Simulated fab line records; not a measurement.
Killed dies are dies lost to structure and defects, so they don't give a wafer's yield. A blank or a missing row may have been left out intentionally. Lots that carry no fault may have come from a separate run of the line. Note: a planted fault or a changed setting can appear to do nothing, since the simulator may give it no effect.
The same fault as seen by 2 desks + flow nandHarc + only its own numbers are on each desk; what lay behind them is given at the end

## THE METROLOGY DESK
What the gauges read, lot by lot, whatever tool the lot ran on: means of the sampled wafers that have a number. Marked OUT: a lot whose mean sits more than 4 standard deviations from the usual mean, which makes it out of limits; the brackets give that distance.
Columns: A = cdNm at NHARC_THIN_TSV_CD_MEAS_12, usual 999.1 nm
| lot  | first seen here | A      |
|------|-----------------|--------|
| L612 | day 23 10:01    | 1001.2 |
| L614 | day 24 19:19    | 1000.7 |
| L621 | day 26 23:04    | 1001.5 |
| L622 | day 27 15:37    | 998.8  |
| L625 | day 29 05:35    | 998.8  |
| L627 | day 30 00:07    | 999.7  |
| L628 | day 30 09:16    | 998.8  |
| L630 | day 32 02:32    | 999.4  |
| L632 | day 32 12:08    | 998.4  |
| L631 | day 32 13:19    | 998.7  |
| L633 | day 32 16:46    | 998.7  |
| L634 | day 33 15:56    | 999.6  |
| L635 | day 33 17:08    | 1000.5 |
This desk found nothing out of limits on any of the 13 lots.

## FOR THE TOOL OWNER'S DESK: rieMetal-02
The tool's own readings at NHARC_THIN_TSV_ETCH_36 (etches the open film in Cl2/BCl3, target depth 65 nm, time 18.571 s): means of the sampled wafers that have a number, for each lot that ran on this tool. Marked OUT: a lot whose mean sits more than 4 standard deviations from the usual mean, which makes it out of limits; the brackets give that distance.
Columns: A = chamberPressureMTorr at NHARC_THIN_TSV_ETCH_36, usual 10.000 mTorr; B = drypumpMotorCurrentA at NHARC_THIN_TSV_ETCH_36, usual 6.1 A; C = heBacksideLeakSccm at NHARC_THIN_TSV_ETCH_36, usual 3.37 sccm; D = oesProductAu at NHARC_THIN_TSV_ETCH_36, usual 1.000 a.u.; E = runLengthS at NHARC_THIN_TSV_ETCH_36, usual 39.6 s
| lot  | first seen here | A      | B   | C    | D     | E               |
|------|-----------------|--------|-----|------|-------|-----------------|
| L612 | day 23 16:21    | 9.999  | 6.5 | 3.15 | 1.016 | 39.1            |
| L614 | day 25 01:49    | 10.000 | 6.5 | 3.39 | 1.001 | 39.1            |
| L621 | day 27 05:41    | 10.015 | 6.5 | 3.28 | 1.003 | 35.9 (-9.3) OUT |
| L622 | day 27 22:06    | 10.000 | 6.5 | 3.31 | 0.996 | 36.0 (-9.1) OUT |
| L630 | day 32 09:22    | 9.994  | 6.7 | 3.25 | 0.993 | 39.8            |
| L632 | day 32 18:34    | 9.998  | 6.6 | 3.34 | 0.998 | 39.6            |
| L633 | day 32 23:16    | 9.997  | 6.6 | 3.37 | 1.010 | 39.4            |
| L635 | day 33 23:30    | 9.991  | 6.6 | 3.31 | 1.007 | 39.8            |
This desk's finding: out of limits on L621, L622; first on L621, day 27 05:41 (runLengthS at NHARC_THIN_TSV_ETCH_36). L612, L614, L630, L632, L633, L635: within limits.

## BROUGHT TOGETHER
On L621, L622, at day 27 05:41, an alarm was possible from the tool owner's desk.
At the metrology desk, nothing out of limits was observed.
The metrology desk holds a record of L621, L622, inside its limits.
All the named lots went through NHARC_THIN_TSV_ETCH_36 on rieMetal-02.

## WHAT THE SIMULATOR HAD PUT IN
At NHARC_THIN_TSV_ETCH_36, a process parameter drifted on rieMetal-02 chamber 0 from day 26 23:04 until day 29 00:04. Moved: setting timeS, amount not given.
Shown lots that were struck: L621, L622.
How many hours passed from the start of the fault until each desk's first out-of-limits reading: the tool owner's desk, 7.
